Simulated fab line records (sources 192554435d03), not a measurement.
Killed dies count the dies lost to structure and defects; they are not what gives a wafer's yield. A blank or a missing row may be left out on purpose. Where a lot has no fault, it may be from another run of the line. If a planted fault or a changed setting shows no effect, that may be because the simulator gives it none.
Code-filled problem report in 8D (eight disciplines) form || flow n5-finfet || the parts of the form that need people (team, actions taken, sign-off) are left out

## 1. WHAT WENT WRONG
Wafers without a fault read 1500.2 rpm, standard deviation 0.89; spin-speed-rpm at N5_SD_EPI_P_COAT_03 reads a mean of 1534.3 rpm on 6 wafers belonging to 2 lots. That puts it +38 standard deviations away from the usual mean.
The step: resist thk 150 nm.
First seen on wafer L389.1, day 5 03:39, on litho-track-05. Wafers with a number at this step in the record: 27, from 9 lots. Rule for "out" (also "out of limits"): further than 4 standard deviations from the usual mean. All remaining wafers that have a number are taken as sound.

## 2. WHAT THIS IS AND IS NOT
{"question": "which readings at this step", "is": "spin-speed-rpm", "is not": "-"}
{"question": "which lots", "is": "L389, L391", "is not": "L382, L388, L399, L400, L403, L404, L405"}
{"question": "which wafers of those lots", "is": "all that have a number", "is not": "-"}
{"question": "read on which tools", "is": "litho-track-05", "is not": "litho-track-02"}
{"question": "when", "is": "from day 5 03:39", "is not": "up to then (6 sound wafers); but 15 sound wafers of L399, L400, L403, L404, L405 came after"}

## 3. WHAT RULES OUT EACH SUSPECT
Counting: any tool at a process step up to the reading is kept as a suspect provided that every lot that is out went through it and no sound lot did after the first of them.
- rie-diel-03 at N5_SD_EPI_N_ETCH_35 (etches SOC in N2/H2, overetch 108 nm, time 486 s): ruled out as a lasting fault. After its first lot that is out, L389 (day 4 23:05), sound lots L399, L400, L404, L405 ran on it.
- litho-track-05 at N5_SD_EPI_P_COAT_03 (resist thk 150 nm): ruled out as a lasting fault. After its first lot that is out, L389 (day 5 03:39), sound lots L403, L405 ran on it.
Left after counting: nothing in the record.

## 4. THE CAUSE (what the simulator had put in)
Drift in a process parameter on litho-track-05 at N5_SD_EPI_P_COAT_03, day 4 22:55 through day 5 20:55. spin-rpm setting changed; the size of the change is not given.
Counting ruled it out, wrongly.

## 5. SEQUENCE OF EFFECTS, ordered by route
One row per reading whose mean, taken over the struck wafers that have a number, lies over 3 standard deviations from the usual. Only readings for which the record gives a usual standard deviation are gone through. hours: the time from each lot's start at the first step in this table that gives one to its start at this step, as a median over the lots. sigmas: the change in usual standard deviations.
{"hours": 0, "step": "N5_SD_EPI_P_COAT_03", "reading": "spin-speed-rpm", "usual": "1500.2 rpm", "on struck wafers": 1534.3, "change": "+34.1", "sigmas": "+38"}
Its process steps:
- N5_SD_EPI_P_COAT_03: resist thk 150 nm.
Later measuring or inspecting steps at which every struck wafer that the step has a row for has a number for every such reading, and none has moved that far: N5_BEOL_M4_RC_MEAS_101.

## 6. HOW IT WOULD HAVE BEEN CAUGHT EARLIER
5 hours passed between the start of the fault at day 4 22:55 and the first reading out of limits in this record, taken at day 5 03:39.
